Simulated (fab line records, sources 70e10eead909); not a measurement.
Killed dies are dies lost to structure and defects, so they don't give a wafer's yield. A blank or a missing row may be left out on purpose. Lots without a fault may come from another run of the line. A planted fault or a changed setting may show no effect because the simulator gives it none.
fab line records | flow nand_harc
record lots=6 wafers=18 last_day=32
route steps=1302 shown P_M2@330
lots that met no fault: from a run of the same line without faults
start_h: hours from the record's first day to the start of the lot's first wafer shown | wait_h: hours since the lot's step before | " the same as in the row above | L1.1+2: a row that stands for several wafers | - no value, or no start given | * or withheld: withheld | < > ~ a bound
route shown NAME@n: a module of which the file shows steps, and the number in the route of the first | usual: mean/standard deviation of fault-free wafers | same: alike in all rows | chamber/n: place in a boat | sites: the reading at each site | _std_site: their standard deviation | _edge_site: outer sites' mean less inner sites' | radius_mm: how far each site lies from the wafer's centre | mask NAME#n: copy n | behind: the tool/chamber that last shaped the wafer | hold: why the lot was held/for how many hours/how that ended | device: the transistor (n, p or np) that didn't switch | end of line: the same wafers' tests at the end of the route | a step without rows: its recipe alone | killed: dies lost to structure and defects at the first sort, not the wafer's yield | map: a wafer's dies, x killed, . not, _ none there
set.NAME: the setting as run; set.NAME@STEP: as run at that earlier step | model.NAME: the simulator's own value behind a step, which no gauge read
lots at some steps of the route; a table a step, a row a wafer
services: from which hour (start_h, from the record's first day; less than 0 if before it) a tool's chamber was out of use, for how many hours, and why
## steps
# step NHARC_P_M2_INSPECT_11
# usual raw_defect_count=4.1/2.6
# columns lot.wafer tool chamber start_h wait_h raw_defect_count
L591.1 defect_inspect-02 - 172.96 0.0 4
L591.4 " - " " 5
L591.5 " - " " 4
L592.2 defect_inspect-01 - 180.84 0.0 4
L592.4 " - " " 4
L592.5 " - " " 2
L595.1 defect_inspect-02 - 207.02 0.0 3
L595.5 " - " " 1
L595.6 " - " " 1
L597.3 defect_inspect-01 - 232.18 0.0 4
L597.5 " - " " 3
L597.6 " - " " 3
L606.2 defect_inspect-01 - 325.91 0.0 5
L606.5 " - " " 1
L606.6 " - " " 6
L608.1 defect_inspect-01 - 337.73 0.0 11
L608.2 " - " " 2
L608.3 " - " " 4
# step NHARC_P_M2_DESCUM_14
# recipe time_s=3 o2_flow_sccm=200 ar_flow_sccm=0 bias_power_w=0 chemistry=O2
# step NHARC_P_M2_ETCH_35
# recipe target_depth_a=400 overetch_a=120 time_s=43.94 ion_energy_ev=200 n2_flow_sccm=150 h2_flow_sccm=150 ar_flow_sccm=0 rf_w=400 bias_w=150 chemistry=N2/H2
# usual drypump_motor_current_A=5.6/0.54 oes_product_au=1.004/0.0092 rf_vpp_V=431.4/2.3 showerhead_plenum_p_Torr=2.07/0.079 throttle_valve_pct=14.172/0.0076
# columns lot.wafer tool chamber start_h wait_h drypump_motor_current_A oes_product_au rf_hours_counter_h rf_vpp_V showerhead_plenum_p_Torr throttle_valve_pct
L591.1 rie_diel-03 1 173.12 0.1 5.7 1.017 4.3 433.5 2.18 14.167
L591.4 " 2 " " 5.0 1.006 3.0 430.9 2.08 14.177
L591.5 " 0 " " 5.9 1.010 - 434.0 2.13 14.178
L592.2 rie_diel-01 1 180.99 0.1 5.6 1.010 7.9 425.8 1.92 14.175
L592.4 " 2 " " 6.1 0.999 9.3 427.1 1.93 14.157
L592.5 " 3 " " 4.8 1.013 - 432.6 2.15 14.162
L595.1 rie_diel-08 1 207.20 0.1 5.0 0.995 0.1 428.8 2.01 14.172
L595.6 " 3 " " 5.9 0.998 - 434.3 2.18 14.171
L595.5 " 0 " " 6.3 0.997 - 430.9 2.03 14.158
L597.3 rie_diel-03 1 232.34 0.1 5.7 1.009 7.2 434.3 2.18 14.182
L597.5 " 2 " " 4.9 1.020 - 431.4 2.08 14.181
L597.6 " 3 " " 5.7 1.015 - 430.2 2.02 14.179
L606.2 rie_diel-08 3 326.06 0.1 5.9 1.018 5.3 434.6 2.17 14.177
L606.5 " 2 " " 4.9 1.009 - 428.1 1.96 14.172
L606.6 " 3 " " 5.9 1.013 - 434.9 2.17 14.164
L608.1 rie_diel-08 3 337.87 0.1 5.9 1.004 6.0 433.0 2.17 14.177
L608.2 " 1 " " 5.0 0.997 4.4 431.3 2.01 14.172
L608.3 " 2 " " 4.9 1.004 4.9 428.2 1.96 14.169
# step NHARC_P_M2_ETCH_15
# recipe target_depth_a=1825 time_s=91.2 c4f8_flow_sccm=withheld ar_flow_sccm=400 rf_w=600 bias_w=300 chemistry=C4F8/Ar
# step NHARC_P_M2_CD_MEAS_16
# usual cd_nm=170.0/0.77
# columns lot.wafer tool chamber start_h wait_h cd_nm
L591.1 cd_sem-01 - 173.33 - 169.2
L591.4 " - " " 170.2
L591.5 " - " " 170.4
L592.2 cd_sem-01 - 181.20 - 168.8
L592.4 " - " " 169.1
L592.5 " - " " 169.3
L595.1 cd_sem-03 - 207.43 - 170.7
L595.5 " - " " 171.7
L595.6 " - " " 170.6
L597.3 cd_sem-01 - 232.55 - 169.6
L597.5 " - " " 168.7
L597.6 " - " " 169.3
L606.2 cd_sem-02 - 326.28 - 170.9
L606.5 " - " " 170.8
L606.6 " - " " 170.6
L608.1 cd_sem-02 - 338.09 - 169.5
L608.2 " - " " 171.4
L608.3 " - " " 170.0
# step NHARC_P_M2_STRIP_18
# recipe power_w=1000 n2_flow_sccm=150 h2_flow_sccm=150 ar_flow_sccm=0 bias_w=0 chemistry=N2/H2
# usual drypump_motor_current_A=5.6/0.53 oes_product_au=1.001/0.0086 rf_vpp_V=90.8/1.1 showerhead_plenum_p_Torr=2.06/0.087 throttle_valve_pct=14.172/0.0087
# columns lot.wafer tool chamber start_h wait_h drypump_motor_current_A oes_product_au rf_hours_counter_h rf_vpp_V showerhead_plenum_p_Torr throttle_valve_pct
L591.1 rie_diel-01 3 173.45 0.1 4.8 0.999 10 92.1 2.15 14.183
L591.4 " 0 " " 6.1 0.992 9 89.6 2.09 14.176
L591.5 " 2 " " 6.2 1.002 - 91.2 1.93 14.180
L592.2 rie_diel-03 1 181.30 0.1 5.7 1.008 5 92.9 2.18 14.164
L592.4 " 2 " " 4.9 1.008 4 91.6 2.08 14.161
L592.5 " 1 " " 5.7 1.001 - 92.6 2.18 14.157
L595.1 rie_diel-08 0 207.54 0.1 6.3 1.000 0 91.2 2.03 14.158
L595.6 " 0 " " 6.3 1.009 - 90.7 2.03 14.172
L595.5 " 1 " " 5.0 0.995 - 91.4 2.01 14.175
L597.3 rie_diel-08 0 232.77 0.2 6.3 1.010 - 91.2 2.03 14.171
L597.5 " 3 " " 5.9 1.000 - 91.0 2.18 14.171
L597.6 " 0 " " 6.3 0.998 - 90.3 2.03 14.169
L606.2 rie_diel-03 3 326.35 0.1 5.7 0.999 2 90.9 2.02 14.187
L606.5 " 0 " " 5.9 1.004 - 93.9 2.13 14.177
L606.6 " 2 " " 4.9 0.996 - 91.0 2.08 14.158
L608.1 rie_diel-01 0 338.19 0.1 6.1 0.994 9 91.7 2.09 14.178
L608.2 " 1 " " 5.6 1.020 9 89.3 1.91 14.160
L608.3 " 2 " " 6.2 0.993 8 89.8 1.93 14.167
# step NHARC_P_M2_ETCH_28
# recipe target_depth_a=300 over_etch_frac=0.3 time_s=72.99 ion_energy_ev=150 cf4_flow_sccm=50 n2_flow_sccm=100 ar_flow_sccm=150 rf_w=300 bias_w=100 chemistry=CF4/N2
# usual drypump_motor_current_A=5.6/0.53 oes_product_au=1.002/0.01 rf_vpp_V=314.5/1.9 showerhead_plenum_p_Torr=2.65/0.1 throttle_valve_pct=19.793/0.008
# columns lot.wafer tool chamber start_h wait_h drypump_motor_current_A oes_product_au rf_hours_counter_h rf_vpp_V showerhead_plenum_p_Torr throttle_valve_pct
L591.4 rie_diel-01 3 - - 4.8 0.998 10 317.3 2.75 19.789
L591.1 " 0 " " 6.1 0.983 9 315.1 2.68 19.785
L591.5 " 0 " " 6.1 0.983 - 314.9 2.68 19.788
L592.2 rie_diel-03 2 - - 4.9 0.996 4 313.3 2.67 19.784
L592.4 " 1 " " 5.7 1.009 5 316.7 2.79 19.795
L592.5 " 2 " " 4.9 0.999 - 314.3 2.67 19.794
L595.1 rie_diel-08 3 - - 5.9 0.997 0 315.8 2.79 19.797
L595.6 " 1 " " 5.0 0.992 - 314.2 2.60 19.803
L595.5 " 3 " " 5.9 1.005 - 315.8 2.79 19.788
L597.3 rie_diel-08 3 233.04 0.2 6.0 0.989 - 314.3 2.79 19.789
L597.6 " 3 " " 5.9 0.986 - 316.9 2.79 19.784
L597.5 " 0 " " 6.4 0.993 - 314.7 2.62 19.797
L606.2 rie_diel-03 3 - - 5.7 1.023 2 312.8 2.60 19.784
L606.5 " 0 " " 5.9 1.011 - 316.7 2.73 19.792
L606.6 " 2 " " 4.9 1.000 - 315.0 2.67 19.789
L608.2 rie_diel-01 1 - - 5.6 1.014 9 310.8 2.48 19.787
L608.1 " 2 " " 6.2 1.011 8 310.7 2.50 19.801
L608.3 " 3 " " 4.8 1.010 8 316.9 2.75 19.789
# step NHARC_P_M2_STRIP_19
# recipe time_s=600 temp_c=30 chemistry=post_etch_residue_remover
# step NHARC_P_M2_DEGAS_29
# recipe temp_c=250 time_s=60
# step NHARC_P_M2_PRE_CLEAN_30
# recipe time_s=30 temp_c=280 gas=H2/He
# usual heater_power_w=442/38
# columns lot.wafer tool chamber start_h wait_h heater_power_w
L591.1 pvd_sputter-02 - - - 431
L591.4 " - " " 456
L591.5 " - " " 449
L592.2 pvd_sputter-02 - - - 460
L592.4 " - " " 422
L592.5 " - " " 431
L595.1 pvd_sputter-03 - - - 407
L595.6 " - " " 437
L595.5 " - " " 417
L597.3 pvd_sputter-03 - - - 417
L597.5 " - " " 427
L597.6 " - " " 424
L606.2 pvd_sputter-02 - - - 441
L606.6 " - " " 449
L606.5 " - " " 459
L608.3 pvd_sputter-03 - - - 416
L608.1 " - " " 377
L608.2 " - " " 419
# step NHARC_P_M2_PVD_20
# recipe target_thk_a=50 bias_v=168.6 power_w=15000 chamber_pressure_pa=0.12 time_s=8.06 substrate_temp_c=50 material=TaN
# step NHARC_P_M2_PVD_21
# recipe target_thk_a=300 chamber_pressure_pa=5 power_w=5000 substrate_temp_c=30 time_s=20.49 material=Cu
# usual cathode_dc_power_W=5000.0/0.91 throttle_valve_pct=29.9/0.99
# columns lot.wafer tool chamber start_h wait_h cathode_dc_power_W throttle_valve_pct
L591.4 pvd_sputter-02 - - - 5000.6 30.1
L591.1 " - " " 4999.8 31.2
L591.5 " - " " 4998.9 29.9
L592.2 pvd_sputter-02 - - - 5000.5 29.7
L592.4 " - " " 5000.3 31.3
L592.5 " - " " 5000.4 29.1
L595.1 pvd_sputter-03 - - - 4999.5 30.9
L595.6 " - " " 4999.8 28.6
L595.5 " - " " 4999.0 31.0
L597.3 pvd_sputter-03 - - - 5000.2 31.4
L597.6 " - " " 5001.4 31.2
L597.5 " - " " 4999.7 28.6
L606.2 pvd_sputter-02 - - - 5000.1 29.5
L606.5 " - " " 5000.5 29.6
L606.6 " - " " 5000.0 31.2
L608.2 pvd_sputter-03 - - - 5000.1 28.8
L608.1 " - " " 5000.7 31.5
L608.3 " - " " 5000.0 28.4
# step NHARC_P_M2_ECD_22
# recipe target_thk_a=4000 bath_temp_c=25 material=Cu
# columns lot.wafer tool chamber start_h wait_h
L591.1+4+5 ecd_cu-02 0,1,0 174.43 -
L592.2+4+5 ecd_cu-02 1,1,0 182.27 -
L595.1+6+5 ecd_cu-01 1,1,0 208.59 -
L597.3+6+5 ecd_cu-01 0,0,1 233.91 -
L606.2+5+6 ecd_cu-02 0,0,1 327.42 -
L608.1+2+3 ecd_cu-02 0,1,0 339.16 -
# step NHARC_P_M2_ANNEAL_31
# recipe temp_c=225 time_s=90
# step NHARC_P_M2_CMP_23
# recipe t_overpolish_s=20 target_thk_nm=144.3
# usual motor_current_A=12.0/1 time_to_endpoint_s=29/3.2
# columns lot.wafer tool chamber start_h wait_h motor_current_A time_to_endpoint_s
L591.4 cmp-03 0 175.15 - 11.4 33
L591.1 " 2 " " 11.0 32
L591.5 " 0 " " 11.6 33
L592.2 cmp-02 3 183.06 - 12.0 26
L592.4 " 0 " " 11.1 29
L592.5 " 2 " " 13.5 28
L595.1 cmp-02 0 209.32 - 10.3 26
L595.5 " 0 " " 10.8 28
L595.6 " 1 " " 10.9 27
L597.3 cmp-01 2 234.54 - 13.2 30
L597.6 " 2 " " 12.6 29
L597.5 " 3 " " 11.7 26
L606.2 cmp-03 1 328.23 - 13.2 20
L606.5 " 2 " " 11.6 21
L606.6 " 3 " " 12.8 21
L608.3 cmp-02 3 339.89 - 12.2 15
L608.2 " 0 " " 11.2 16
L608.1 " 2 " " 13.0 16
# step NHARC_P_M2_THK_MEAS_24
# recipe thk_meas_gauge=xrf
# usual thk_nm=144.3/1.7
# columns lot.wafer tool chamber start_h wait_h thk_nm
L591.1 film_metro-02 - 175.46 - 146.4
L591.4 " - " " 146.5
L591.5 " - " " 145.2
L592.2 film_metro-01 - 183.32 - 143.3
L592.4 " - " " 143.2
L592.5 " - " " 144.6
L595.1 film_metro-02 - 209.63 - 142.0
L595.5 " - " " 142.2
L595.6 " - " " 144.0
L597.3 film_metro-01 - 234.85 - 144.0
L597.5 " - " " 145.3
L597.6 " - " " 143.9
L606.2 film_metro-02 - 328.46 - 147.4
L606.5 " - " " 144.7
L606.6 " - " " 146.5
L608.1 film_metro-02 - 340.20 - 144.6
L608.2 " - " " 145.9
L608.3 " - " " 148.4
## services
# columns tool chamber start_h hours kind
pvd_sputter-03 - 170.04 10.0 pm
pvd_sputter-03 - 181.29 1.3 repair
rie_diel-08 0 187.36 3.4 repair
rie_diel-08 - 190.80 9.0 pm
rie_diel-01 2 192.03 7.2 repair
rie_diel-01 - 203.80 9.0 pm
rie_diel-08 3 208.10 12.4 repair
cmp-02 - 212.43 1.5 repair
rie_diel-03 - 217.78 1.6 repair
rie_diel-01 0 220.17 5.0 repair
rie_diel-08 1 221.72 33.3 repair
rie_diel-08 2 230.55 5.3 repair
rie_diel-01 0 231.12 6.9 repair
cmp-02 - 232.71 4.0 pm
pvd_sputter-02 - 239.40 1.9 repair
pvd_sputter-02 - 243.30 18.0 repair
ecd_cu-02 - 244.00 8.0 pm
rie_diel-03 - 281.45 9.0 pm
pvd_sputter-02 - 282.00 10.0 pm
rie_diel-01 - 283.29 2.2 repair
ecd_cu-02 - 291.96 0.4 repair
rie_diel-03 1 316.79 4.0 repair
cmp-02 - 321.47 3.5 repair
rie_diel-03 1 324.65 12.1 repair
## key
first_sign step=NHARC_P_M2_CMP_23 reading=time_to_endpoint_s direction=down sigmas=3.4 usual=* struck=*
effect none on later readings
met_at NHARC_P_M2_ECD_22
struck_wafers L606.2,L606.5,L606.6,L608.1,L608.2,L608.3
onset_between 182.27 327.42
also_fits time
fault kind=process_parameter_drift tool=ecd_cu-02 chamber=- onset_h=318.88 steps=NHARC_P_M2_ECD_22 channel=target_thk_a offset=* shape=step end_h=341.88 acts_in=* stated=*
